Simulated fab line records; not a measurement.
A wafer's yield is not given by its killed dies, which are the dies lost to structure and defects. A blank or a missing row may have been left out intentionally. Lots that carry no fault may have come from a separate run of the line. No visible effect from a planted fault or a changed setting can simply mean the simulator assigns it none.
A lot that was struck, set against a sound lot + flow nand-harc + 14 steps out of a route of 1159
Sound: these wafers, L638.2, L638.3, L638.6. Struck: wafers L623.1, L623.4, L623.6. The cause is named last.
For every step that has rows: the tool of each side, followed by ch and its chambers, followed by its first start. Under that, the readings that differ: sound wafers + struck wafers + difference of the means + sigmas: that difference in standard deviations of wafers without a fault.
alike: readings with means less than 2 such deviations apart, plus words and numbers identical on both sides. not compared: withheld readings, readings lacking a value on some wafer, bounds such as >300 that could conceal the same value, and numbers that have no deviation in the record and whose values overlap.
Wherever a step has rows on one side only, a row that says differs or no value, or a row with sigmas, the two part there. Numbers that have no deviation but don't overlap get no sigmas and don't part them. A reading that every wafer of one side lacks parts them only if that side has two wafers or more.

NHARC_A_WL_FILL_STRIP_27: strips in N2/H2, time 20 s.
  sound on plasma-asher-02 ch 1, day 19 11:29; struck on plasma-asher-01 ch 1, day 15 08:55
| reading                     | sound          | struck         | difference | sigmas |
|-----------------------------|----------------|----------------|------------|--------|
| drypump-motor-current-A (A) | 5.59 5.59 5.61 | 6.17 6.19 6.19 | +0.59      | +2     |
  alike: heater-power-w
  not compared: rf-hours-counter-h
then, 4 steps without rows for these wafers: NHARC_A_WL_FILL_STRIP_28 (strips in post etch residue remover, time 1200 s); NHARC_A_WL_FILL_PRECLEAN_06 (cleans in DIW, time 300 s); NHARC_A_WL_FILL_SRD_07; NHARC_A_WL_FILL_ANNEAL_08 (time 1800 s).
NHARC_A_WL_FILL_ALD_10: deposits SiO2, target thk 50 nm, pulse time 10 s, ald cycles 500.
  sound on ald-hk-01 ch 0,3, day 19 16:52; struck on ald-hk-04 ch 0,1,2, day 15 15:10
  alike: heater-power-w, precursor-pulse-height-rel
  not compared: since-wet-clean-h
NHARC_A_WL_FILL_ETCHBACK_16: etches the open film in C4F8/O2/Ar, target depth 88 nm, time 17.6 s.
  sound on rie-diel-09 ch 1,2,3; struck on rie-diel-09 ch 0,2
  alike: oes-product-au, rf-vpp-V
  not compared: rf-hours-counter-h
NHARC_A_WL_FILL_STRIP_29: strips in O2, time 20 s.
  sound on rie-diel-09 ch 0,2, day 19 21:37; struck on rie-diel-09 ch 1,2,3, day 15 21:58
  alike: drypump-motor-current-A, oes-product-au, rf-vpp-V, showerhead-plenum-p-Torr, throttle-valve-pct
  not compared: rf-hours-counter-h
NHARC_A_WL_FILL_ETCHBACK_17: etches the open film in Cl2/BCl3, target depth 4 nm, time 26.7 s.
  sound on rie-metal-02 ch 0,1, day 19 21:44; struck on rie-metal-03 ch 1, day 15 22:05
  alike: drypump-motor-current-A, oes-product-au
  not compared: rf-hours-counter-h
then, 2 steps without rows for these wafers: NHARC_A_WL_FILL_PRECLEAN_18 (cleans in dHF, time 30 s); NHARC_A_WL_FILL_SRD_21.
NHARC_A_WL_FILL_CVD_23: deposits poly-Si, target thk 40 nm, time 800 s.
  sound on lpcvd-poly-04 ch 0, day 20 00:11; struck on lpcvd-poly-04 ch 0, day 17 06:31
  alike: spike-tc-upper-C, zone-power-centre-pct
then, 1 step without rows for these wafers: NHARC_A_WL_FILL_ETCHBACK_26 (etches the open film in HBr, target depth 52 nm, time 13.3 s).
-- jump in the record: it breaks off in module A_WL_FILL and resumes in module END (first step shown: number 1159 of the route), and 4 days separate the struck wafers' starts before and after --
NHARC_END_SORT_01:
  sound on prober-01 ch 0, day 24 02:07; struck on prober-01 ch 0, day 21 10:20
  alike: killed-at-array, killed-at-other, killed-at-periphery, killed-dies, killed-open, killed-short

## WHERE THEY PART
At NHARC_A_WL_FILL_STRIP_27 and nowhere else, as far as this record goes. Later steps at which nothing parts them and some readings are alike: NHARC_A_WL_FILL_ALD_10, NHARC_A_WL_FILL_ETCHBACK_16, NHARC_A_WL_FILL_STRIP_29, NHARC_A_WL_FILL_ETCHBACK_17, NHARC_A_WL_FILL_CVD_23, NHARC_END_SORT_01.

WHY: what had been put in by the simulator
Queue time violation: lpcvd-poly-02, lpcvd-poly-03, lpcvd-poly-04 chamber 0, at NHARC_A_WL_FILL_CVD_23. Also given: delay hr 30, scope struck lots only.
